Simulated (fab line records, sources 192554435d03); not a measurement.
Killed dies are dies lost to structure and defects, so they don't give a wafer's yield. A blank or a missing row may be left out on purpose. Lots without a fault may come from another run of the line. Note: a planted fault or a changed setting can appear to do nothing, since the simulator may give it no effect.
fab line records	flow n5-finfet
record lots=24	wafers=72	last-day=17
route steps=1938 shown BEOL_M6@1209 BEOL_M7@1263
lots that met no fault: taken from a fault-free run of the same line
start-h: hours from the record's opening day to when the first of the lot's shown wafers began	wait-h: how many hours have passed since the lot's step before this one	" the same as in the row above	L1.1+2: a row that stands for several wafers	- no value, or no start given	* or withheld: withheld	< > ~ a bound
route shown NAME@n: names a module that has steps shown in the file, with the first one's number in the route	usual: mean/standard deviation of fault-free wafers	same: alike in all rows	chamber/n: place in a boat	sites: the reading at each site	_std_site: how widely they spread, as a standard deviation	_edge_site: outer sites' mean less inner sites'	radius-mm: how far each site lies from the wafer's centre	mask NAME#n: copy n	behind: tool/chamber where the wafer was last shaped	hold: reason for holding the lot/hours on hold/outcome of the hold	device: the n, p or np transistor that did not switch	end of line: tests run on the same wafers once the route is complete	a step given without rows: its recipe and nothing more	killed: dies that structure and defects cost at the first sort, which is not the same as the wafer's yield	map: per-die view of a wafer (x killed, . not killed, _ where there is no die)
set.NAME: the run value of the setting; set.NAME@STEP: its run value at that earlier step	model.NAME: the simulator's own value behind a step, which no gauge read
one table for each step of the route and one row for each wafer, over a sample of lots
services: from which hour (start-h, from the record's first day; less than 0 if before it) a tool's chamber was out of use, for how many hours, and why
## steps
# step N5_BEOL_M6_INSPECT_13
# recipe mode=adi	inspect-instrument=brightfield
# usual raw-defect-count=407/86
lot.wafer	tool	chamber	start-h	wait-h	raw-defect-count
L075.2	defect-inspect-01	-	191.43	0.0	428
L075.5	"	-	"	"	376
L075.6	"	-	"	"	296
L077.2	defect-inspect-02	-	193.84	0.0	439
L077.4	"	-	"	"	316
L077.6	"	-	"	"	332
L076.3	defect-inspect-02	-	194.32	0.0	334
L076.4	"	-	"	"	242
L076.6	"	-	"	"	386
L074.1	defect-inspect-02	-	203.75	0.0	594
L074.3	"	-	"	"	509
L074.5	"	-	"	"	419
L079.1	defect-inspect-01	-	210.67	0.0	323
L079.3	"	-	"	"	362
L079.5	"	-	"	"	331
L078.4	defect-inspect-01	-	214.17	0.0	464
L078.5	"	-	"	"	566
L078.6	"	-	"	"	413
L080.2	defect-inspect-01	-	215.06	0.0	238
L080.3	"	-	"	"	340
L080.6	"	-	"	"	313
L081.1	defect-inspect-02	-	221.19	0.0	459
L081.4	"	-	"	"	436
L081.5	"	-	"	"	456
L082.2	defect-inspect-02	-	233.71	0.0	303
L082.4	"	-	"	"	271
L082.5	"	-	"	"	300
L083.1	defect-inspect-02	-	239.14	0.0	283
L083.3	"	-	"	"	314
L083.4	"	-	"	"	329
L084.1	defect-inspect-02	-	248.15	0.0	393
L084.2	"	-	"	"	390
L084.4	"	-	"	"	384
L085.2	defect-inspect-02	-	257.49	0.0	481
L085.3	"	-	"	"	421
L085.6	"	-	"	"	455
L086.2	defect-inspect-02	-	257.69	0.0	614
L086.4	"	-	"	"	541
L086.5	"	-	"	"	491
L087.1	defect-inspect-02	-	267.07	0.0	384
L087.5	"	-	"	"	380
L087.6	"	-	"	"	386
L088.4	defect-inspect-02	-	273.68	0.0	515
L088.5	"	-	"	"	457
L088.6	"	-	"	"	437
L089.2	defect-inspect-02	-	277.24	0.0	505
L089.5	"	-	"	"	490
L089.6	"	-	"	"	312
L091.2	defect-inspect-02	-	280.78	0.0	378
L091.5	"	-	"	"	409
L091.6	"	-	"	"	389
L090.2	defect-inspect-02	-	288.43	0.0	458
L090.3	"	-	"	"	440
L090.5	"	-	"	"	360
L092.2	defect-inspect-01	-	295.67	0.0	459
L092.4	"	-	"	"	515
L092.5	"	-	"	"	446
L094.2	defect-inspect-01	-	298.54	0.0	312
L094.3	"	-	"	"	288
L094.5	"	-	"	"	383
L093.2	defect-inspect-01	-	299.70	0.0	329
L093.3	"	-	"	"	270
L093.6	"	-	"	"	325
L095.2	defect-inspect-02	-	313.04	0.0	269
L095.4	"	-	"	"	490
L095.5	"	-	"	"	445
L096.1	defect-inspect-01	-	318.48	0.0	356
L096.4	"	-	"	"	416
L096.6	"	-	"	"	409
L097.3	defect-inspect-01	-	318.73	0.0	488
L097.4	"	-	"	"	415
L097.6	"	-	"	"	562
# step N5_BEOL_M6_CD_MEAS_28
# recipe target-cd-nm=40	landing-energy-ev=500	detector=se-inlens
# usual cd-nm=39.97/0.27
lot.wafer	tool	chamber	start-h	wait-h	cd-nm
L075.2	cd-sem-02	0	192.36	-	39.42
L075.5	"	0	"	"	39.73
L075.6	"	0	"	"	39.91
L076.3	cd-sem-03	0	197.52	-	40.35
L076.4	"	0	"	"	40.21
L076.6	"	0	"	"	40.05
L077.2	cd-sem-03	0	197.69	-	39.71
L077.4	"	0	"	"	39.68
L077.6	"	0	"	"	40.14
L074.1	cd-sem-01	0	207.62	-	39.92
L074.3	"	0	"	"	40.07
L074.5	"	0	"	"	39.81
L079.1	cd-sem-03	0	212.63	-	40.00
L079.3	"	0	"	"	40.07
L079.5	"	0	"	"	40.01
L078.4	cd-sem-02	0	216.95	-	40.18
L078.5	"	0	"	"	40.68
L078.6	"	0	"	"	40.76
L080.2	cd-sem-01	0	217.06	-	39.79
L080.3	"	0	"	"	39.97
L080.6	"	0	"	"	39.76
L081.1	cd-sem-01	0	222.74	-	39.86
L081.4	"	0	"	"	40.22
L081.5	"	0	"	"	40.21
L082.2	cd-sem-03	0	236.87	-	39.92
L082.4	"	0	"	"	39.50
L082.5	"	0	"	"	39.56
L083.1	cd-sem-02	0	240.17	-	39.89
L083.3	"	0	"	"	39.99
L083.4	"	0	"	"	40.00
L084.1	cd-sem-02	0	249.06	-	39.68
L084.2	"	0	"	"	39.90
L084.4	"	0	"	"	40.08
L085.2	cd-sem-02	0	258.50	-	39.96
L085.3	"	0	"	"	39.88
L085.6	"	0	"	"	39.95
L086.2	cd-sem-01	0	259.97	-	39.96
L086.4	"	0	"	"	39.55
L086.5	"	0	"	"	39.71
L087.1	cd-sem-03	0	268.48	-	40.08
L087.5	"	0	"	"	40.02
L087.6	"	0	"	"	40.29
L088.4	cd-sem-03	0	276.98	-	40.45
L088.5	"	0	"	"	40.44
L088.6	"	0	"	"	40.02
L089.2	cd-sem-03	0	279.07	-	39.95
L089.5	"	0	"	"	40.07
L089.6	"	0	"	"	40.24
L091.2	cd-sem-01	0	281.59	-	40.00
L091.5	"	0	"	"	40.14
L091.6	"	0	"	"	40.20
L090.2	cd-sem-02	0	292.72	-	39.66
L090.3	"	0	"	"	39.72
L090.5	"	0	"	"	40.19
L092.2	cd-sem-03	0	297.27	-	40.28
L092.4	"	0	"	"	40.08
L092.5	"	0	"	"	40.06
L094.2	cd-sem-01	0	300.60	-	39.97
L094.3	"	0	"	"	40.07
L094.5	"	0	"	"	39.36
L093.2	cd-sem-01	0	300.77	-	39.56
L093.3	"	0	"	"	40.35
L093.6	"	0	"	"	40.25
L095.2	cd-sem-01	0	313.96	-	39.64
L095.4	"	0	"	"	39.80
L095.5	"	0	"	"	39.65
L096.1	cd-sem-03	0	320.92	-	40.09
L096.4	"	0	"	"	39.71
L096.6	"	0	"	"	40.03
L097.3	cd-sem-01	0	320.97	-	39.90
L097.4	"	0	"	"	39.49
L097.6	"	0	"	"	39.73
# step N5_BEOL_M6_ETCH_72
# recipe chemistry=N2/H2	target=underlayer	target-depth-a=65	mask-material=CAR-EUV	time-s=5.2	ion-energy-ev=200	pressure-mtorr=30	source-w=840	bias-w=150	n2-flow-sccm=200	h2-flow-sccm=200	ends=cleared
# usual drypump-motor-current-A=5.5/0.52	etch-rf-on-time-s=5.25/0.2	h2-flow-sccm=200.0/0.58	oes-product-au=0.70/0.075	rf-vpp-V=523.6/2	showerhead-plenum-p-Torr=2.53/0.072	throttle-valve-pct=17.89/0.18
lot.wafer	tool	chamber	start-h	wait-h	drypump-motor-current-A	etch-rf-on-time-s	h2-flow-sccm	oes-product-au	rf-hours-counter-h	rf-vpp-V	showerhead-plenum-p-Torr	throttle-valve-pct
L075.2	rie-diel-06	0	192.55	0.0	5.3	5.11	199.6	0.76	41	526.7	2.60	17.66
L075.5	"	2	"	"	4.7	5.19	199.0	0.83	-	523.5	2.49	17.66
L075.6	"	3	"	"	4.8	5.38	200.2	0.57	-	527.5	2.62	18.06
L076.3	rie-diel-05	3	197.68	0.0	6.1	5.55	199.4	0.58	204	524.4	2.53	18.18
L076.4	"	2	"	"	4.8	5.04	200.7	0.62	173	520.1	2.41	17.94
L076.6	"	3	"	"	6.1	5.56	200.3	0.59	-	523.5	2.53	18.20
L077.2	rie-diel-06	2	197.88	0.0	4.7	5.15	200.3	0.82	3	523.8	2.49	17.67
L077.4	"	1	"	"	5.9	5.52	200.3	0.56	240	524.1	2.47	18.06
L077.6	"	3	"	"	4.8	5.44	200.1	0.58	-	525.5	2.62	18.05
L074.1	rie-diel-05	3	207.78	0.0	6.1	5.60	200.1	0.57	209	523.4	2.53	18.16
L074.3	"	1	"	"	5.1	5.16	199.9	0.71	44	525.7	2.58	17.67
L074.5	"	1	"	"	5.1	5.17	200.3	0.73	-	526.4	2.58	17.65
L079.1	rie-diel-06	0	212.79	0.0	5.3	5.05	200.2	0.74	49	524.9	2.60	17.67
L079.3	"	2	"	"	4.7	5.23	200.4	0.80	8	522.6	2.48	17.67
L079.5	"	3	"	"	4.8	5.36	201.0	0.57	-	524.4	2.62	18.07
L078.4	rie-diel-05	0	217.11	0.0	5.9	5.10	199.1	0.72	56	521.4	2.46	17.70
L078.5	"	1	"	"	5.1	5.23	201.3	0.72	-	526.0	2.58	17.67
L078.6	"	2	"	"	4.8	5.02	200.4	0.63	-	521.5	2.41	17.95
L080.2	rie-diel-03	0	217.67	0.0	6.3	5.35	200.0	0.78	16	523.7	2.50	17.90
L080.3	"	2	"	"	5.8	5.10	199.8	0.75	55	525.4	2.60	17.98
L080.6	"	0	"	"	6.3	5.36	201.0	0.79	-	523.6	2.50	17.91
L081.1	rie-diel-03	1	222.91	0.0	5.9	5.10	200.6	0.77	31	524.1	2.47	17.71
L081.4	"	2	"	"	5.8	5.03	200.2	0.74	-	524.9	2.60	17.97
L081.5	"	2	"	"	5.8	5.04	200.1	0.75	-	525.2	2.60	17.98
L082.2	rie-diel-03	3	237.03	0.0	5.5	5.44	201.1	0.78	6	525.6	2.63	17.99
L082.4	"	2	"	"	5.8	5.09	200.8	0.74	65	522.6	2.60	17.98
L082.5	"	2	"	"	5.8	5.12	200.4	0.74	-	525.4	2.60	17.99
L083.1	rie-diel-03	1	240.35	0.0	5.9	5.09	200.0	0.75	39	523.9	2.47	17.72
L083.3	"	3	"	"	5.5	5.41	200.1	0.77	7	525.5	2.63	17.98
L083.4	"	2	"	"	5.8	5.15	200.0	0.72	65	527.5	2.60	17.97
L084.1	rie-diel-06	3	249.22	0.0	4.8	5.46	199.4	0.57	232	525.9	2.61	18.10
L084.2	"	0	"	"	5.3	4.99	199.9	0.74	57	524.6	2.59	17.69
L084.4	"	0	"	"	5.2	4.94	200.0	0.75	-	521.0	2.59	17.67
L085.2	rie-diel-05	0	258.66	0.0	5.9	5.09	199.8	0.71	75	521.6	2.45	17.75
L085.3	"	3	"	"	6.1	5.59	199.6	0.57	230	520.9	2.52	18.24
L085.6	"	2	"	"	4.8	5.00	199.3	0.61	-	520.5	2.40	17.98
L086.2	rie-diel-05	3	260.13	0.0	6.1	5.63	200.7	0.56	231	522.1	2.52	18.24
L086.4	"	1	"	"	5.1	5.28	200.6	0.69	66	526.1	2.57	17.71
L086.5	"	3	"	"	6.1	5.60	200.4	0.57	-	521.0	2.52	18.21
L087.1	rie-diel-03	2	268.63	0.0	5.8	5.07	199.7	0.72	75	526.2	2.59	17.99
L087.5	"	3	"	"	5.5	5.45	200.0	0.76	-	526.2	2.62	18.01
L087.6	"	2	"	"	5.8	5.11	200.4	0.72	-	524.2	2.59	18.03
L088.4	rie-diel-06	0	277.24	0.0	5.2	5.09	200.6	0.73	69	525.2	2.59	17.69
L088.5	"	0	"	"	5.3	5.01	200.6	0.74	-	524.9	2.59	17.71
L088.6	"	3	"	"	4.8	5.44	199.8	0.56	-	526.0	2.61	18.09
L089.2	rie-diel-06	0	279.23	0.0	5.3	5.02	199.8	0.72	70	524.1	2.59	17.73
L089.5	"	3	"	"	4.9	5.42	200.6	0.56	-	525.3	2.61	18.11
L089.6	"	2	"	"	4.7	5.18	200.7	0.76	-	521.9	2.47	17.72
L091.2	rie-diel-03	0	281.75	0.0	6.3	5.42	200.0	0.74	39	520.7	2.49	17.95
L091.5	"	3	"	"	5.5	5.56	199.5	0.74	-	524.9	2.62	18.01
L091.6	"	2	"	"	5.8	5.18	199.8	0.73	-	524.3	2.59	18.01
L090.2	rie-diel-05	2	292.88	0.0	4.8	5.07	200.0	0.61	201	519.8	2.40	17.99
L090.3	"	3	"	"	6.1	5.66	200.0	0.56	241	522.1	2.51	18.23
L090.5	"	1	"	"	5.1	5.24	200.2	0.68	-	525.3	2.57	17.69
L092.2	rie-diel-03	2	297.80	0.0	5.8	5.08	199.7	0.73	87	523.6	2.59	18.01
L092.4	"	0	"	"	6.3	5.46	198.8	0.75	44	522.0	2.49	17.96
L092.5	"	1	"	"	5.9	5.10	200.9	0.73	-	521.8	2.46	17.77
L094.2	rie-diel-05	1	300.75	0.0	5.1	5.31	200.5	0.67	80	523.7	2.57	17.74
L094.3	"	3	"	"	6.1	5.63	199.9	0.56	244	523.2	2.51	18.27
L094.5	"	3	"	"	6.1	5.66	200.0	0.56	-	521.9	2.51	18.25
L093.2	rie-diel-06	1	300.97	0.0	5.9	5.45	199.4	0.77	15	523.4	2.46	17.68
L093.3	"	0	"	"	5.2	4.98	199.3	0.73	79	523.1	2.58	17.72
L093.6	"	2	"	"	4.7	5.15	200.7	0.74	-	521.9	2.47	17.73
L095.2	rie-diel-03	3	314.12	0.0	5.5	5.55	200.2	0.73	33	526.1	2.62	18.02
L095.4	"	0	"	"	6.3	5.53	199.5	0.72	52	524.0	2.48	17.99
L095.5	"	2	"	"	5.8	5.18	200.7	0.70	-	524.6	2.59	18.03
L096.1	rie-diel-06	1	321.08	0.0	5.9	5.42	199.8	0.75	25	524.2	2.46	17.69
L096.4	"	1	"	"	5.8	5.54	200.1	0.75	-	522.1	2.46	17.71
L096.6	"	2	"	"	4.7	5.17	200.5	0.72	-	519.9	2.47	17.74
L097.3	rie-diel-03	1	321.38	0.0	5.9	5.07	201.0	0.71	65	522.9	2.46	17.74
L097.4	"	3	"	"	5.5	5.47	200.2	0.73	36	524.8	2.62	18.05
L097.6	"	1	"	"	5.9	5.08	200.6	0.72	-	521.5	2.46	17.73
# step N5_BEOL_M7_ILD_DEP_00
# recipe material=SiCOH_lowk	target-thk-a=1797.5	temp-c=300	precursor=DEMS/porogen	pressure-torr=5	rf-w=500	time-s=33.4
# usual chamber-pressure-Torr=5.001/0.011	heater-power-w=305/59	showerhead-plenum-p-Torr=5.742/0.018	showerhead-vpp-V=1406/91	throttle-valve-pct=14.0/0.82
lot.wafer	tool	chamber	start-h	wait-h	chamber-pressure-Torr	heater-power-w	showerhead-plenum-p-Torr	showerhead-vpp-V	throttle-valve-pct
L075.2	pecvd-04	0	196.03	0.0	5.018	398	5.727	1231	13.9
L075.5	"	0	"	"	5.012	423	5.737	1267	14.0
L075.6	"	1	"	"	4.992	266	5.688	1311	14.5
L076.3	pecvd-04	2	200.65	0.0	4.987	306	5.725	1317	15.3
L076.4	"	2	"	"	5.006	323	5.725	1313	15.2
L076.6	"	0	"	"	4.998	433	5.737	1234	13.7
L077.2	pecvd-02	1	202.33	0.0	5.017	281	5.744	1547	14.3
L077.4	"	2	"	"	4.983	254	5.737	1356	13.6
L077.6	"	0	"	"	5.011	265	5.755	1504	12.9
L074.1	pecvd-02	2	211.48	0.0	5.001	246	5.768	1351	13.6
L074.3	"	1	"	"	5.011	291	5.739	1569	14.5
L074.5	"	1	"	"	5.013	302	5.752	1560	14.4
L079.1	pecvd-04	1	216.24	0.0	4.992	245	5.700	1334	14.4
L079.3	"	2	"	"	5.015	299	5.733	1273	14.8
L079.5	"	0	"	"	5.001	477	5.724	1262	13.9
L078.4	pecvd-03	1	220.77	0.1	4.990	275	5.747	1433	14.5
L078.5	"	2	"	"	4.990	352	5.747	1440	13.3
L078.6	"	0	"	"	4.989	261	5.749	1464	14.5
L080.2	pecvd-03	0	222.02	0.0	5.002	281	5.758	1484	14.1
L080.3	"	2	"	"	4.986	350	5.749	1496	13.3
L080.6	"	1	"	"	5.008	334	5.748	1428	14.4
L081.1	pecvd-03	0	225.87	0.0	5.000	216	5.749	1465	14.1
L081.4	"	2	"	"	4.989	384	5.748	1465	13.6
L081.5	"	0	"	"	5.009	225	5.761	1481	14.6
L082.2	pecvd-03	1	240.00	0.0	5.004	305	5.743	1429	14.6
L082.4	"	1	"	"	5.001	307	5.744	1417	14.4
L082.5	"	0	"	"	4.986	255	5.756	1459	14.3
L083.1	pecvd-04	0	243.36	0.0	4.984	483	5.737	1255	13.6
L083.3	"	1	"	"	5.019	221	5.697	1324	14.5
L083.4	"	0	"	"	5.004	401	5.718	1243	13.6
L084.1	pecvd-04	1	254.63	0.0	4.999	280	5.712	1322	14.8
L084.2	"	2	"	"	5.012	306	5.723	1297	15.1
L084.4	"	0	"	"	5.000	440	5.729	1230	13.8
L085.2	pecvd-03	0	262.29	0.0	4.990	275	5.746	1463	14.6
L085.3	"	2	"	"	4.993	357	5.750	1456	12.1
L085.6	"	2	"	"	4.979	364	5.753	1459	12.3
L086.2	pecvd-03	1	263.81	0.0	5.016	273	5.752	1446	14.2
L086.4	"	0	"	"	4.989	276	5.761	1475	14.3
L086.5	"	2	"	"	5.007	330	5.730	1460	12.1
L087.1	pecvd-03	1	271.90	0.0	4.993	322	5.748	1419	14.5
L087.5	"	0	"	"	5.028	264	5.752	1448	14.4
L087.6	"	1	"	"	5.014	331	5.739	1423	14.7
L088.4	pecvd-04	0	280.08	0.1	4.988	477	5.730	1254	13.8
L088.5	"	2	"	"	5.004	316	5.744	1282	15.3
L088.6	"	1	"	"	4.996	231	5.710	1311	14.6
L089.2	pecvd-03	1	281.74	0.0	5.000	327	5.740	1423	14.4
L089.5	"	2	"	"	4.984	343	5.748	1463	12.1
L089.6	"	0	"	"	5.005	256	5.762	1453	14.2
L091.2	pecvd-02	2	285.13	0.0	4.997	272	5.771	1354	13.6
L091.5	"	0	"	"	4.988	316	5.769	1498	13.1
L091.6	"	2	"	"	4.993	279	5.773	1360	13.9
L090.2	pecvd-03	2	295.96	0.0	5.002	316	5.730	1464	12.1
L090.3	"	1	"	"	5.032	283	5.738	1451	14.3
L090.5	"	0	"	"	5.021	250	5.752	1468	14.3
L092.2	pecvd-03	0	302.25	0.0	4.997	278	5.748	1507	14.7
L092.4	"	1	"	"	4.999	317	5.737	1445	14.4
L092.5	"	2	"	"	4.998	298	5.753	1428	12.4
L094.2	pecvd-03	1	304.35	0.0	4.996	303	5.747	1426	14.2
L094.3	"	2	"	"	4.999	370	5.758	1473	12.5
L094.5	"	1	"	"	4.993	304	5.752	1416	14.5
L093.2	pecvd-04	1	304.73	0.0	4.999	253	5.705	1291	14.1
L093.3	"	0	"	"	4.999	422	5.738	1248	13.9
L093.6	"	1	"	"	4.982	257	5.706	1308	14.2
L095.2	pecvd-02	2	318.94	0.0	5.006	220	5.765	1351	13.6
L095.4	"	0	"	"	5.005	323	5.767	1501	13.2
L095.5	"	2	"	"	5.018	228	5.762	1363	13.6
L096.1	pecvd-02	1	324.30	0.0	5.001	257	5.716	1540	14.6
L096.4	"	0	"	"	5.001	258	5.758	1525	13.1
L096.6	"	1	"	"	4.983	276	5.745	1545	14.5
L097.3	pecvd-03	1	324.87	0.1	5.001	309	5.737	1406	14.5
L097.4	"	0	"	"	5.011	248	5.752	1496	14.5
L097.6	"	1	"	"	5.012	305	5.742	1443	14.3
# step N5_BEOL_M7_CURE_74
# recipe temp-c=385	time-s=240	ambient=He/Ar	material=SiCOH_lowk
# usual lamp-power-pct=52.31/0.051	wafer_temp_C_max=387.0/0.52
lot.wafer	tool	chamber	start-h	wait-h	lamp-power-pct	wafer_temp_C_max
L075.2	uv-cure-02	0	196.17	0.1	52.35	387.3
L075.5	"	0	"	"	52.30	387.2
L075.6	"	0	"	"	52.23	387.0
L076.3	uv-cure-03	1	200.88	0.2	52.27	387.3
L076.4	"	1	"	"	52.37	386.9
L076.6	"	1	"	"	52.31	386.8
L077.2	uv-cure-01	1	202.56	0.2	52.29	386.9
L077.4	"	1	"	"	52.29	386.6
L077.6	"	1	"	"	52.31	387.0
L074.1	uv-cure-02	0	211.54	0.0	52.36	386.8
L074.3	"	0	"	"	52.28	386.6
L074.5	"	0	"	"	52.27	386.9
L079.1	uv-cure-02	0	216.31	0.0	52.32	387.1
L079.3	"	0	"	"	52.36	386.5
L079.5	"	0	"	"	52.32	387.0
L078.4	uv-cure-03	2	221.29	0.5	52.33	387.9
L078.5	"	2	"	"	52.34	387.2
L078.6	"	2	"	"	52.27	387.4
L080.2	uv-cure-01	2	222.24	0.2	52.22	386.9
L080.3	"	2	"	"	52.24	387.5
L080.6	"	2	"	"	52.30	387.1
L081.1	uv-cure-02	2	225.93	0.0	52.32	386.5
L081.4	"	2	"	"	52.34	386.5
L081.5	"	2	"	"	52.34	386.4
L082.2	uv-cure-02	0	240.17	0.1	52.31	387.6
L082.4	"	0	"	"	52.33	387.6
L082.5	"	0	"	"	52.36	386.7
L083.1	uv-cure-01	0	243.42	0.0	52.30	388.0
L083.3	"	0	"	"	52.38	387.0
L083.4	"	0	"	"	52.36	388.7
L084.1	uv-cure-01	0	254.70	0.0	52.33	387.3
L084.2	"	0	"	"	52.34	386.7
L084.4	"	0	"	"	52.39	387.4
L085.2	uv-cure-02	0	262.43	0.1	52.41	387.3
L085.3	"	0	"	"	52.39	387.7
L085.6	"	0	"	"	52.33	387.3
L086.2	uv-cure-03	0	263.96	0.1	52.31	385.7
L086.4	"	0	"	"	52.28	386.0
L086.5	"	0	"	"	52.27	386.2
L087.1	uv-cure-01	2	271.97	0.0	52.31	387.2
L087.5	"	2	"	"	52.28	387.3
L087.6	"	2	"	"	52.32	387.3
L088.4	uv-cure-01	2	280.52	0.4	52.33	386.9
L088.5	"	2	"	"	52.31	386.6
L088.6	"	2	"	"	52.25	386.8
L089.2	uv-cure-03	1	281.88	0.1	52.37	386.5
L089.5	"	1	"	"	52.32	387.1
L089.6	"	1	"	"	52.31	387.0
L091.2	uv-cure-02	1	285.27	0.1	52.31	386.5
L091.5	"	1	"	"	52.31	386.2
L091.6	"	1	"	"	52.28	386.7
L090.2	uv-cure-01	1	296.12	0.1	52.37	386.8
L090.3	"	1	"	"	52.31	386.9
L090.5	"	1	"	"	52.33	386.8
L092.2	uv-cure-03	2	302.40	0.1	52.37	387.9
L092.4	"	2	"	"	52.31	387.8
L092.5	"	2	"	"	52.32	387.7
L094.2	uv-cure-01	1	304.49	0.1	52.34	386.5
L094.3	"	1	"	"	52.33	387.2
L094.5	"	1	"	"	52.36	386.9
L093.2	uv-cure-02	2	304.87	0.1	52.23	386.6
L093.3	"	2	"	"	52.27	387.2
L093.6	"	2	"	"	52.23	386.0
L095.2	uv-cure-02	2	319.09	0.1	52.31	386.8
L095.4	"	2	"	"	52.25	386.9
L095.5	"	2	"	"	52.27	386.7
L096.1	uv-cure-01	0	324.36	0.0	52.31	386.8
L096.4	"	0	"	"	52.30	386.9
L096.6	"	0	"	"	52.41	387.3
L097.3	uv-cure-03	2	325.10	0.2	52.24	387.3
L097.4	"	2	"	"	52.27	387.9
L097.6	"	2	"	"	52.26	387.8
# step N5_BEOL_M7_HM_DEP_02
# recipe material=TiN	target-thk-a=200	temp-c=25	chamber-pressure-pa=0.49996
# usual throttle-valve-pct=29.6/0.9
lot.wafer	tool	chamber	start-h	wait-h	throttle-valve-pct
L075.2	pvd-sputter-03	-	198.24	1.6	29.9
L075.5	"	-	"	"	30.4
L075.6	"	-	"	"	29.8
L076.3	pvd-sputter-01	-	201.81	0.5	29.6
L076.4	"	-	"	"	27.4
L076.6	"	-	"	"	29.7
L077.2	pvd-sputter-02	-	204.10	0.6	30.3
L077.4	"	-	"	"	29.2
L077.6	"	-	"	"	29.6
L074.1	pvd-sputter-01	-	213.31	1.2	29.1
L074.3	"	-	"	"	29.6
L074.5	"	-	"	"	27.6
L079.1	pvd-sputter-02	-	217.65	0.8	29.1
L079.3	"	-	"	"	29.2
L079.5	"	-	"	"	28.9
L078.4	pvd-sputter-01	-	223.46	1.6	29.7
L078.5	"	-	"	"	27.6
L078.6	"	-	"	"	29.8
L080.2	pvd-sputter-02	-	223.67	0.5	29.5
L080.3	"	-	"	"	28.9
L080.6	"	-	"	"	29.3
L081.1	pvd-sputter-03	-	226.63	0.1	29.2
L081.4	"	-	"	"	30.6
L081.5	"	-	"	"	29.9
L082.2	pvd-sputter-01	-	241.45	0.8	29.8
L082.4	"	-	"	"	29.8
L082.5	"	-	"	"	27.7
L083.1	pvd-sputter-03	-	244.86	0.9	30.3
L083.3	"	-	"	"	29.8
L083.4	"	-	"	"	30.6
L084.1	pvd-sputter-02	-	256.65	1.4	30.7
L084.2	"	-	"	"	29.4
L084.4	"	-	"	"	29.0
L085.2	pvd-sputter-01	-	264.82	1.9	30.0
L085.3	"	-	"	"	29.3
L085.6	"	-	"	"	27.6
L086.2	pvd-sputter-03	-	266.22	1.8	29.6
L086.4	"	-	"	"	30.3
L086.5	"	-	"	"	28.7
L087.1	pvd-sputter-03	-	273.30	0.8	29.6
L087.5	"	-	"	"	29.0
L087.6	"	-	"	"	30.4
L088.4	pvd-sputter-01	-	281.03	0.2	30.0
L088.5	"	-	"	"	29.2
L088.6	"	-	"	"	29.9
L089.2	pvd-sputter-03	-	283.44	1.1	29.0
L089.5	"	-	"	"	28.9
L089.6	"	-	"	"	30.1
L091.2	pvd-sputter-03	-	286.23	0.5	29.0
L091.5	"	-	"	"	29.3
L091.6	"	-	"	"	30.0
L090.2	pvd-sputter-01	-	297.89	1.3	27.7
L090.3	"	-	"	"	29.9
L090.5	"	-	"	"	27.5
L092.2	pvd-sputter-03	-	303.42	0.5	29.8
L092.4	"	-	"	"	30.4
L092.5	"	-	"	"	30.1
L094.2	pvd-sputter-01	-	307.85	2.9	27.5
L094.3	"	-	"	"	29.5
L094.5	"	-	"	"	27.4
L093.2	pvd-sputter-01	-	308.05	2.7	27.5
L093.3	"	-	"	"	30.0
L093.6	"	-	"	"	29.2
L095.2	pvd-sputter-02	-	319.63	0.1	29.7
L095.4	"	-	"	"	28.6
L095.5	"	-	"	"	30.6
L096.1	pvd-sputter-02	-	325.17	0.2	31.1
L096.4	"	-	"	"	30.6
L096.6	"	-	"	"	29.4
L097.3	pvd-sputter-02	-	325.81	0.3	30.9
L097.4	"	-	"	"	29.4
L097.6	"	-	"	"	30.6
## services
tool	chamber	start-h	hours	kind
rie-diel-03	3	168.79	4.2	repair
uv-cure-01	-	175.49	7.5	pm
uv-cure-03	-	177.57	1.5	repair
pecvd-03	1	189.52	2.1	scheduled-down
rie-diel-03	3	205.74	-	clean
rie-diel-03	3	205.74	-	consumable-replace:focus-ring
pecvd-03	-	205.77	3.3	repair
uv-cure-02	-	215.01	1.0	pm
rie-diel-03	0	218.61	7.7	repair
rie-diel-06	-	223.44	14.6	pm
rie-diel-05	-	229.22	0.1	repair
pecvd-03	2	231.16	2.1	scheduled-down
pecvd-03	2	233.29	-	clean
pecvd-03	2	233.29	-	consumable-replace:showerhead
pecvd-03	2	233.29	29.0	scheduled-down
pecvd-03	2	233.29	29.0	vent-cycle
pecvd-02	2	262.76	15.1	repair
pecvd-02	-	268.90	14.6	pm
pecvd-04	1	292.16	6.6	repair
uv-cure-03	-	297.84	2.1	pm
pecvd-03	-	300.66	0.8	pm
pvd-sputter-02	-	303.66	4.3	repair
pecvd-04	-	320.93	1.3	repair
pecvd-03	2	323.58	5.5	scheduled-down
## key
fault none
